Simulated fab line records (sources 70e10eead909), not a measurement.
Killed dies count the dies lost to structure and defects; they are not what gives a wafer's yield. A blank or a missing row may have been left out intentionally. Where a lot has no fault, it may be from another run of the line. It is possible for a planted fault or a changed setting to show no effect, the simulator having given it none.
fab line records | flow nand-harc
record lots=12 wafers=36 last-day=24
route steps=1159 shown A_CONTACT@963 A_BLC@975 END@1159
lots that met no fault: from a run of the same line without faults
start-h: hours from the record's first day to the start of the lot's first wafer shown | wait-h: hours from the lot's prior step to this one | " unchanged from the row above | L1.1+2: a single row standing in for several wafers | - no value present, or no start provided | * or withheld: withheld | < > ~ a bound
route shown NAME@n: NAME is a module with steps in the file, n the number in the route of the first one | usual: mean/standard deviation of fault-free wafers | same: alike in all rows | chamber/n: place in a boat | sites: per-site readings | _std_site: standard deviation of those values | _edge_site: the outer-site mean with the inner-site mean subtracted | radius-mm: for every site, how far away it sits from the centre of the wafer | mask NAME#n: copy n | behind: tool/chamber where the wafer was last shaped | hold: why the lot went on hold/how many hours it stayed there/how the hold came to an end | device: the n, p or np transistor that did not switch | end of line: the same wafers' tests at the end of the route | for a step that has no rows: nothing shown but its recipe | killed: at the first sort, the dies lost to defects and structure; wafer yield is something else | map: dies across one wafer; x = killed, . = not, _ = none there
set.NAME: the setting the step ran with; set.NAME@STEP: the setting that earlier step ran with | model.NAME: the simulator's own value behind a step, which no gauge read
route steps across a sampled set of lots; one table per step, one row per wafer
services: when a tool's chamber went out of use (start-h, in hours from the record's first day, below 0 if earlier), for how many hours, and the reason
## steps
# step NHARC_A_CONTACT_INSPECT_23
# usual raw-defect-count=444/130
# columns lot.wafer tool chamber start-h wait-h raw-defect-count
L365.2 defect-inspect-02 - 446.70 0.1 395
L365.3 " - " " 385
L365.6 " - " " 411
L366.1 defect-inspect-02 - 448.47 0.1 397
L366.2 " - " " 607
L366.5 " - " " 331
L368.1 defect-inspect-01 - 469.62 0.1 378
L368.3 " - " " 634
L368.4 " - " " 655
L367.1 defect-inspect-01 - 470.82 0.1 378
L367.2 " - " " 364
L367.5 " - " " 379
L370.1 defect-inspect-02 - 473.96 0.1 466
L370.2 " - " " 455
L370.3 " - " " 447
L371.2 defect-inspect-01 - 482.20 0.1 304
L371.3 " - " " 341
L371.6 " - " " 254
L372.2 defect-inspect-02 - 493.14 0.1 364
L372.4 " - " " 935
L372.5 " - " " 377
L373.2 defect-inspect-01 - 493.87 0.1 369
L373.3 " - " " 598
L373.6 " - " " 628
L374.3 defect-inspect-01 - 501.73 0.1 553
L374.4 " - " " 358
L374.6 " - " " 401
L379.1 defect-inspect-02 - 529.00 0.1 378
L379.4 " - " " 283
L379.6 " - " " 340
L378.1 defect-inspect-02 - 529.75 0.1 490
L378.4 " - " " 425
L378.6 " - " " 408
L380.1 defect-inspect-02 - 531.15 0.1 350
L380.4 " - " " 402
L380.6 " - " " 274
# step NHARC_A_BLC_OVL_MEAS_11
# usual overlay-x-nm=-0.1/0.99 overlay-y-nm=-0.3/0.9
# columns lot.wafer tool chamber start-h wait-h overlay-x-nm overlay-y-nm
L365.2 overlay-02 - 447.30 - 0.7 0.4
L365.3 " - " " 0.8 0.0
L365.6 " - " " 0.3 -0.2
L366.1 overlay-01 - 449.07 - -0.5 0.4
L366.2 " - " " -0.2 -0.1
L366.5 " - " " 0.0 0.7
L368.1 overlay-01 - 470.09 - 1.1 -0.4
L368.3 " - " " 1.4 -0.4
L368.4 " - " " 0.7 -0.1
L367.1 overlay-02 - 471.28 - 0.8 -0.3
L367.2 " - " " 0.7 -0.1
L367.5 " - " " 0.3 0.4
L370.1 overlay-01 - 474.55 - -0.6 -2.2
L370.2 " - " " -0.1 -2.8
L370.3 " - " " 0.0 -1.6
L371.2 overlay-01 - 482.67 - 1.3 -2.0
L371.3 " - " " 1.3 -2.1
L371.6 " - " " 1.7 -2.3
L372.2 overlay-01 - 493.73 - -0.3 0.2
L372.4 " - " " -0.1 0.0
L372.5 " - " " 0.3 0.5
L373.2 overlay-01 - 494.46 - -0.7 -0.5
L373.3 " - " " -0.3 0.0
L373.6 " - " " 0.2 0.6
L374.3 overlay-01 - 502.34 - -0.9 0.2
L374.4 " - " " -0.9 1.0
L374.6 " - " " -1.0 0.4
L379.1 overlay-01 - 529.59 - 0.0 -0.5
L379.4 " - " " -0.3 -0.3
L379.6 " - " " -0.2 -0.3
L378.1 overlay-02 - 530.22 - 0.5 0.7
L378.4 " - " " 0.1 0.4
L378.6 " - " " 0.0 0.8
L380.1 overlay-01 - 531.75 - 0.6 1.0
L380.4 " - " " 0.6 0.9
L380.6 " - " " 0.5 0.7
# step NHARC_A_BLC_ETCH_16
# recipe target-depth-a=390 over-etch-frac=0.3 time-s=65 ion-energy-ev=80 cf4-flow-sccm=150 ar-flow-sccm=0 rf-w=300 bias-w=100 chemistry=CF4
# usual bias-w=100.0/0.31 cf4-flow-sccm=150.0/0.45 drypump-motor-current-A=5.59/0.23 mfc-ar-sccm=0.004/0.0073 oes-product-au=0.999/0.0096 rf-vpp-V=151.0/1.3 showerhead-plenum-p-Torr=1.75/0.077 throttle-valve-pct=13.285/0.0099
# columns lot.wafer tool chamber start-h wait-h bias-w cf4-flow-sccm drypump-motor-current-A mfc-ar-sccm oes-product-au rf-hours-counter-h rf-vpp-V showerhead-plenum-p-Torr throttle-valve-pct
L365.3 rie-diel-09 3 447.49 0.1 - - - - - - - - -
L365.2 " 0 " " - - - - - - - - -
L365.6 " 2 " " - - - - - - - - -
L366.1 rie-diel-09 3 449.26 0.1 - - - - - - - - -
L366.2 " 1 " " - - - - - - - - -
L366.5 " 2 " " - - - - - - - - -
L368.4 rie-diel-09 0 470.29 0.0 - - - - - - - - -
L368.3 " 1 " " - - - - - - - - -
L368.1 " 2 " " - - - - - - - - -
L367.2 rie-diel-09 3 471.47 0.1 100.7 149.4 5.51 0 1.003 3 149.3 1.68 13.286
L367.1 " 0 " " 99.5 150.3 5.36 0.013 0.985 3 152.1 1.79 13.293
L367.5 " 2 " " 100.5 150.6 5.82 0 0.987 - 148.8 1.66 13.288
L370.2 rie-diel-09 3 474.73 0.1 99.8 149.8 5.56 0 0.999 3 149.1 1.69 13.283
L370.3 " 1 " " 100.3 150.3 5.69 0 0.990 3 153.3 1.88 13.294
L370.1 " 2 " " 99.8 150.6 5.80 0 0.987 4 150.2 1.66 13.279
L371.2 rie-diel-09 1 482.86 0.1 99.8 150.0 5.70 0 1.016 4 152.2 1.88 13.280
L371.3 " 2 " " 99.9 150.2 5.83 0 0.995 4 152.0 1.66 13.278
L371.6 " 0 " " 100.1 150.1 5.36 0.013 1.003 - 150.2 1.79 13.295
L372.2 rie-diel-11 3 493.93 0.1 99.7 149.7 5.87 0.004 1.008 11 151.9 1.72 13.270
L372.4 " 0 " " 99.9 149.6 5.36 0.000 1.007 - 149.9 1.68 13.279
L372.5 " 1 " " 99.8 149.8 5.50 0 1.001 - 151.9 1.76 13.272
L373.3 rie-diel-09 0 494.64 0.1 99.7 149.6 5.37 0.013 0.997 6 150.5 1.79 13.298
L373.2 " 2 " " 100.0 149.1 5.81 0 0.998 5 150.5 1.66 13.279
L373.6 " 1 " " 99.7 149.9 5.72 0 1.008 - 151.8 1.88 13.301
L374.4 rie-diel-09 0 502.52 0.1 100.3 150.7 5.39 0.013 0.994 7 152.5 1.79 13.285
L374.3 " 1 " " 100.1 150.3 5.70 0 1.011 7 152.4 1.88 13.281
L374.6 " 1 " " 100.3 150.3 5.72 0 1.009 - 153.5 1.88 13.284
L379.4 rie-diel-09 1 529.78 0.1 99.4 150.7 5.71 0 1.009 9 152.6 1.88 13.288
L379.1 " 2 " " 100.2 150.3 5.85 0 0.985 9 149.1 1.66 13.291
L379.6 " 1 " " 100.0 150.8 5.73 0 0.993 - 154.6 1.88 13.286
L378.4 rie-diel-02 2 530.41 0.1 99.8 150.0 6.47 0.011 0.993 7 151.8 1.79 13.266
L378.1 " 3 " " 100.1 150.3 6.62 0 0.990 7 150.2 1.67 13.281
L378.6 " 0 " " 99.8 150.0 4.90 0.015 0.992 - 152.3 1.87 13.286
L380.1 rie-diel-09 0 531.94 0.1 99.9 150.3 5.39 0.013 1.002 11 151.5 1.79 13.287
L380.4 " 1 " " 99.6 150.7 5.73 0 1.015 10 152.1 1.88 13.294
L380.6 " 3 " " 100.4 150.3 5.51 0 1.009 - 149.5 1.68 13.282
# step NHARC_A_BLC_STRIP_29
# recipe cf4-flow-sccm=150 ar-flow-sccm=0 bias-w=0 chemistry=CF4
# usual drypump-motor-current-A=5.61/0.25 mfc-ar-sccm=0.005/0.0096 oes-product-au=0.997/0.01 rf-vpp-V=59.1/0.97 showerhead-plenum-p-Torr=1.72/0.062 throttle-valve-pct=13.284/0.01
# columns lot.wafer tool chamber start-h wait-h drypump-motor-current-A mfc-ar-sccm oes-product-au rf-hours-counter-h rf-vpp-V showerhead-plenum-p-Torr throttle-valve-pct
L365.3 rie-diel-11 3 448.46 0.1 5.87 0.004 0.997 8 59.2 1.72 13.269
L365.2 " 0 " " 5.38 0.000 1.003 9 59.0 1.68 13.282
L365.6 " 1 " " 5.45 0 0.986 - 59.1 1.76 13.303
L366.2 rie-diel-11 3 450.21 0.1 5.89 0.004 0.997 8 58.5 1.72 13.279
L366.1 " 2 " " 5.58 0.029 0.975 8 59.0 1.69 13.301
L366.5 " 0 " " 5.39 0.000 0.989 - 59.5 1.68 13.292
L368.1 rie-diel-11 3 471.25 0.1 5.88 0.004 0.994 10 60.0 1.72 13.314
L368.3 " 1 " " 5.53 0 0.999 11 59.8 1.76 13.272
L368.4 " 2 " " 5.56 0.029 0.987 10 60.4 1.69 13.294
L367.2 rie-diel-11 1 472.42 0.1 5.51 0 0.997 11 59.4 1.76 13.283
L367.1 " 0 " " 5.39 0.000 1.001 11 58.2 1.68 13.291
L367.5 " 1 " " 5.51 0 1.011 - 57.8 1.76 13.278
L370.2 rie-diel-09 1 475.69 0.1 5.71 0 1.003 4 60.0 1.88 13.275
L370.3 " 2 " " 5.83 0 0.991 4 56.3 1.66 13.271
L370.1 " 3 " " 5.54 0 1.009 4 57.7 1.68 13.285
L371.3 rie-diel-11 1 483.81 0.1 5.49 0 0.984 13 58.9 1.76 13.281
L371.2 " 3 " " 5.87 0.004 0.999 11 59.4 1.72 13.278
L371.6 " 2 " " 5.56 0.029 0.980 - 61.0 1.69 13.295
L372.2 rie-diel-11 1 495.06 0.1 5.48 0 1.004 14 59.1 1.75 13.272
L372.4 " 1 " " 5.51 0 1.015 - 58.2 1.75 13.287
L372.5 " 0 " " 5.39 0.000 1.001 - 58.6 1.68 13.301
L373.3 rie-diel-09 0 495.63 0.1 5.37 0.013 1.003 6 59.6 1.79 13.291
L373.2 " 1 " " 5.74 0 1.005 6 60.2 1.88 13.281
L373.6 " 3 " " 5.56 0 0.996 - 59.5 1.68 13.272
L374.3 rie-diel-11 3 503.50 0.1 5.88 0.004 0.996 13 59.0 1.72 13.285
L374.4 " 0 " " 5.36 0.000 0.994 - 58.2 1.68 13.287
L374.6 " 3 " " 5.88 0.004 1.007 - 60.1 1.72 13.286
L379.4 rie-diel-09 3 530.83 0.1 5.54 0 1.002 9 58.2 1.68 13.300
L379.1 " 0 " " 5.37 0.013 0.999 11 59.0 1.79 13.292
L379.6 " 2 " " 5.80 0 0.994 - 58.5 1.66 13.290
L378.4 rie-diel-11 0 531.64 0.1 5.35 0.000 1.004 19 58.1 1.68 13.284
L378.1 " 2 " " 5.58 0.029 1.004 14 59.5 1.69 13.278
L378.6 " 0 " " 5.34 0.000 1.003 - 57.6 1.68 13.273
L380.4 rie-diel-11 2 532.89 0.1 5.56 0.029 0.985 14 58.8 1.69 13.273
L380.1 " 3 " " 5.86 0.004 0.999 17 60.0 1.72 13.292
L380.6 " 3 " " 5.90 0.004 1.013 - 60.5 1.72 13.289
# step NHARC_END_SORT_01
# recipe temp-c=25
# usual killed-at-array=28/11 killed-at-other=0.6/0.85 killed-at-periphery=2.8/2.3 killed-dies=31/11 killed-open=3.1/1.6 killed-short=2.0/1.4
# same gross-dies=677
# columns lot.wafer tool chamber start-h wait-h killed-at-array killed-at-other killed-at-periphery killed-dies killed-open killed-short
L366.1 prober-02 0 490.47 2.5 672 0 5 677 9 3
L366.2 prober-02 0 491.25 2.8 670 2 5 677 7 4
L366.5 prober-02 0 493.61 3.6 672 0 5 677 3 3
L365.2 prober-01 0 491.16 2.7 676 0 1 677 3 2
L365.3 prober-01 0 491.95 3.0 676 1 0 677 4 3
L365.6 prober-01 0 494.30 3.9 677 0 0 677 2 3
L368.1 prober-02 0 515.55 2.5 674 0 3 677 1 2
L368.3 prober-02 0 517.13 3.1 676 0 1 677 4 6
L368.4 prober-02 0 517.92 3.4 676 0 1 677 3 2
# killed by level:class
L366.1 A_BLC:area-etch=658 A_STAIRCASE:chamber-film-flake=3 P_M2:geometric-particle:open=2 A_CONTACT:geometric-particle:open=2 A_ZERO_WELL:chamber-film-flake=2 P_M0:geometric-particle:short=1 P_M0:geometric-particle:open=1 P_M1:geometric-particle:open=1
L365.2 A_BLC:area-etch=637 A_CHANNEL_HOLE_D1:chamber-film-flake=13 A_SLIT:chamber-film-flake=11 A_STAIRCASE:chamber-film-flake=8 A_CONTACT:chamber-film-flake=3 A_CONTACT:geometric-particle:open=2 P_STI:geometric-particle:open=1 A_ONON_D1:geometric-particle:short=1
L366.2 A_BLC:area-etch=654 P_GATE:chamber-film-flake=3 THIN_TSV:chamber-film-flake=2 A_CONTACT:geometric-particle:open=2 A_BLC:geometric-particle:open=2 A_ZERO_WELL:chamber-film-flake=2 A_CHANNEL_FILL_D1:chamber-film-flake=2 P_GATE:geometric-particle:short=1
L365.3 A_BLC:area-etch=643 A_CHANNEL_HOLE_D1:chamber-film-flake=9 A_SLIT:chamber-film-flake=7 A_STAIRCASE:chamber-film-flake=6 A_CONTACT:chamber-film-flake=4 A_CONTACT:geometric-particle:open=2 A_CHANNEL_HOLE_D1:geometric-particle:short=1 A_CHANNEL_FILL_D1:geometric-particle:open=1
L366.5 A_BLC:area-etch=657 A_CHANNEL_HOLE_D1:chamber-film-flake=4 A_STAIRCASE:chamber-film-flake=3 A_CONTACT:chamber-film-flake=3 P_CONTACT:geometric-particle:open=1 P_M2:geometric-particle:open=1 A_ONON_D1:geometric-particle:open=1 A_ONON_D1:geometric-particle:short=1
L365.6 A_BLC:area-etch=635 A_CHANNEL_HOLE_D1:chamber-film-flake=16 A_SLIT:chamber-film-flake=12 A_STAIRCASE:chamber-film-flake=9 A_WL_FILL:geometric-particle:short=2 A_WL_FILL:geometric-particle:open=2 A_ONON_D1:geometric-particle:short=1
L368.1 A_BLC:area-etch=650 A_SLIT:chamber-film-flake=8 A_STAIRCASE:chamber-film-flake=7 A_CONTACT:chamber-film-flake=3 A_CHANNEL_HOLE_D1:chamber-film-flake=2 A_M1:chamber-film-flake=2 P_CONTACT:geometric-particle:open=1 A_WL_FILL:geometric-particle:short=1
L368.3 A_BLC:area-etch=633 A_SLIT:chamber-film-flake=17 A_STAIRCASE:chamber-film-flake=7 A_CHANNEL_HOLE_D1:chamber-film-flake=5 A_CONTACT:chamber-film-flake=3 A_CHANNEL_FILL_D1:geometric-particle:open=2 A_CHANNEL_FILL_D1:geometric-particle:short=2 A_ONON_D1:geometric-particle:short=1
L368.4 A_BLC:area-etch=643 A_SLIT:chamber-film-flake=13 A_STAIRCASE:chamber-film-flake=8 A_CHANNEL_HOLE_D1:chamber-film-flake=5 A_CHANNEL_FILL_D1:geometric-particle:short=2 A_CONTACT:chamber-film-flake=2 A_ONON_D1:geometric-particle:open=1 A_CONTACT:geometric-particle:open=1
## services
# columns tool chamber start-h hours kind
rie-diel-09 2 425.96 4.0 repair
rie-diel-02 2 426.52 13.5 repair
rie-diel-09 - 431.13 9.0 pm
rie-diel-09 0 431.13 9.0 vent-cycle
rie-diel-09 1 431.13 9.0 vent-cycle
rie-diel-09 2 431.13 9.0 vent-cycle
rie-diel-09 3 431.13 9.0 vent-cycle
rie-diel-09 0 440.13 - clean
rie-diel-09 1 440.13 - clean
rie-diel-09 2 440.13 - clean
rie-diel-09 3 440.13 - clean
rie-diel-09 3 459.44 10.8 repair
rie-diel-02 3 463.85 13.7 repair
rie-diel-09 0 464.68 - clean
rie-diel-09 1 464.68 - clean
rie-diel-09 2 464.68 - clean
rie-diel-02 2 470.55 8.0 repair
rie-diel-11 - 480.10 1.0 repair
rie-diel-11 2 487.27 21.6 repair
rie-diel-09 0 489.18 - clean
rie-diel-02 2 501.87 8.3 repair
rie-diel-02 - 504.85 9.0 pm
rie-diel-09 - 520.36 0.8 repair
rie-diel-09 - 521.84 1.1 repair
## key
first-sign step=NHARC_A_BLC_ETCH_16 reading=tool-record direction=missing
effect step=NHARC_END_SORT_01 reading=killed-at-array direction=up sigmas=57 usual=28 struck=674
more-kills-born-at NHARC_A_BLC_ETCH_16@rie-diel-09=5810
met-at NHARC_A_BLC_ETCH_16
struck-lots L365,L366,L368
later-rows-left-out L365.2,L365.3,L365.6,L366.1,L366.2,L366.5,L368.1,L368.3,L368.4
tester-left-out L365,L366,L368
not-acting-at NHARC_A_CONTACT_INSPECT_23,NHARC_A_BLC_OVL_MEAS_11,NHARC_A_BLC_STRIP_29
fault kind=skipped-step-whole tool=rie-diel-09 chamber=- onset-h=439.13 steps=NHARC_A_BLC_ETCH_16 scope=struck-lots-only
# tester-left-out: of these lots the tester's yield and bins aren't shown, on N5 and GAA mostly nor the transistor test; their killed dies are dies lost to structure and defects alone, not to doping, threshold or leakage, so they don't give the yield
# later-rows-left-out: the simulator's readings of these wafers behind a module that went badly wrong aren't trusted and aren't shown, but for the sort
